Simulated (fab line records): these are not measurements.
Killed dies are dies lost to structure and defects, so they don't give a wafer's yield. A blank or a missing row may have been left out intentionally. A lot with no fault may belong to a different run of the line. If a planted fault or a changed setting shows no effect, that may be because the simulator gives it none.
Lot-split experiment :: flow n5-finfet :: on a route of 1938 steps: 7 lots, 21 wafers read

== THE SPLIT ITSELF ==
At N5_BEOL_M10_EXPOSE_25 (exposes mask V9), the setting dose-mj was moved away from the recipe's 85.5 on 8 of the 21 wafers read, by -4.4% to +5.1%. For the rest of the wafers, this setting stayed at what the recipe calls for.

== FROM THE SPLIT TO THE READING: what the file shows between them, 2 steps ==
- N5_BEOL_M10_PEB_26: peb time 60 s
- N5_BEOL_M10_DEVELOP_27: develop time 30 s

== THE READING ==
Shown in nm: cd-nm at N5_BEOL_M10_CD_MEAS_28, with target cd 70 nm. Fault-free wafers of this fab line usually give 69.7 nm, standard deviation 0.72 nm.

wafer: L075.3
tool, chamber at the split: arfi-scanner-01, 0
dose-mj as run: 89.51
against the recipe: +4.7%
cd-nm, nm: 73.9
against lot-mates on the recipe: +4.5

wafer: L075.4
tool, chamber at the split: arfi-scanner-01, 0
dose-mj as run: 89.51
against the recipe: +4.7%
cd-nm, nm: 73.4
against lot-mates on the recipe: +4.0

wafer: L075.5
tool, chamber at the split: arfi-scanner-01, 0
dose-mj as run: 85.5
against the recipe: recipe
cd-nm, nm: 69.4
against lot-mates on the recipe: -

wafer: L077.1
tool, chamber at the split: arfi-scanner-03, 0
dose-mj as run: 85.5
against the recipe: recipe
cd-nm, nm: 71.0
against lot-mates on the recipe: -

wafer: L077.3
tool, chamber at the split: arfi-scanner-03, 0
dose-mj as run: 81.74
against the recipe: -4.4%
cd-nm, nm: 66.6
against lot-mates on the recipe: -4.4

wafer: L077.6
tool, chamber at the split: arfi-scanner-03, 0
dose-mj as run: 81.74
against the recipe: -4.4%
cd-nm, nm: 66.4
against lot-mates on the recipe: -4.6

wafer: L086.1
tool, chamber at the split: arfi-scanner-03, 0
dose-mj as run: 89.88
against the recipe: +5.1%
cd-nm, nm: 73.3
against lot-mates on the recipe: +3.6

wafer: L086.4
tool, chamber at the split: arfi-scanner-03, 0
dose-mj as run: 85.5
against the recipe: recipe
cd-nm, nm: 69.7
against lot-mates on the recipe: -

wafer: L086.6
tool, chamber at the split: arfi-scanner-03, 0
dose-mj as run: 89.88
against the recipe: +5.1%
cd-nm, nm: 73.9
against lot-mates on the recipe: +4.2

wafer: L084.2
tool, chamber at the split: arfi-scanner-03, 0
dose-mj as run: 85.5
against the recipe: recipe
cd-nm, nm: 68.6
against lot-mates on the recipe: -

wafer: L084.5
tool, chamber at the split: arfi-scanner-03, 0
dose-mj as run: 85.5
against the recipe: recipe
cd-nm, nm: 68.7
against lot-mates on the recipe: -

wafer: L084.6
tool, chamber at the split: arfi-scanner-03, 0
dose-mj as run: 85.5
against the recipe: recipe
cd-nm, nm: 69.7
against lot-mates on the recipe: -

wafer: L087.3
tool, chamber at the split: arfi-scanner-02, 0
dose-mj as run: 85.5
against the recipe: recipe
cd-nm, nm: 69.3
against lot-mates on the recipe: -

wafer: L087.4
tool, chamber at the split: arfi-scanner-02, 0
dose-mj as run: 85.5
against the recipe: recipe
cd-nm, nm: 69.8
against lot-mates on the recipe: -

wafer: L087.6
tool, chamber at the split: arfi-scanner-02, 0
dose-mj as run: 85.5
against the recipe: recipe
cd-nm, nm: 69.2
against lot-mates on the recipe: -

wafer: L091.1
tool, chamber at the split: arfi-scanner-01, 0
dose-mj as run: 88.97
against the recipe: +4.1%
cd-nm, nm: 72.9
against lot-mates on the recipe: +3.8

wafer: L091.3
tool, chamber at the split: arfi-scanner-01, 0
dose-mj as run: 85.5
against the recipe: recipe
cd-nm, nm: 69.1
against lot-mates on the recipe: -

wafer: L091.4
tool, chamber at the split: arfi-scanner-01, 0
dose-mj as run: 85.5
against the recipe: recipe
cd-nm, nm: 69.1
against lot-mates on the recipe: -

wafer: L097.4
tool, chamber at the split: arfi-scanner-03, 0
dose-mj as run: 85.5
against the recipe: recipe
cd-nm, nm: 69.1
against lot-mates on the recipe: -

wafer: L097.5
tool, chamber at the split: arfi-scanner-03, 0
dose-mj as run: 85.5
against the recipe: recipe
cd-nm, nm: 69.7
against lot-mates on the recipe: -

wafer: L097.6
tool, chamber at the split: arfi-scanner-03, 0
dose-mj as run: 87.32
against the recipe: +2.1%
cd-nm, nm: 71.4
against lot-mates on the recipe: +2.0

THE FIT
A straight line over all 21 wafers: cd-nm changes by +0.795 nm for each +1% of dose-mj; r = +0.97; the points scatter about the line by 0.55 nm.
The same after taking each lot's own level away (the mean of its wafers on the recipe; 21 wafers): +0.902 nm for each +1%; r = +0.99; scatter 0.39 nm.
According to that fit, moving dose-mj by its largest amount changes the reading by 4.6 nm.
Across the lots, their own levels run from 69.00 to 71.00 nm, a range of 2.8 times the standard deviation given above.
Hence the slope depends on the lot-to-lot level, as the two fits are not the same.
Check: +4.71 nm against its lot-mates is what the line predicts for one of the wafers moved furthest among these (+5.1%) when that wafer is left out of the fit. It came out at +3.6 nm against them.

== THE FILE'S OWN FIT ==
cd-nm changes by +0.898 nm for each +1% of dose-mj, r = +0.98.
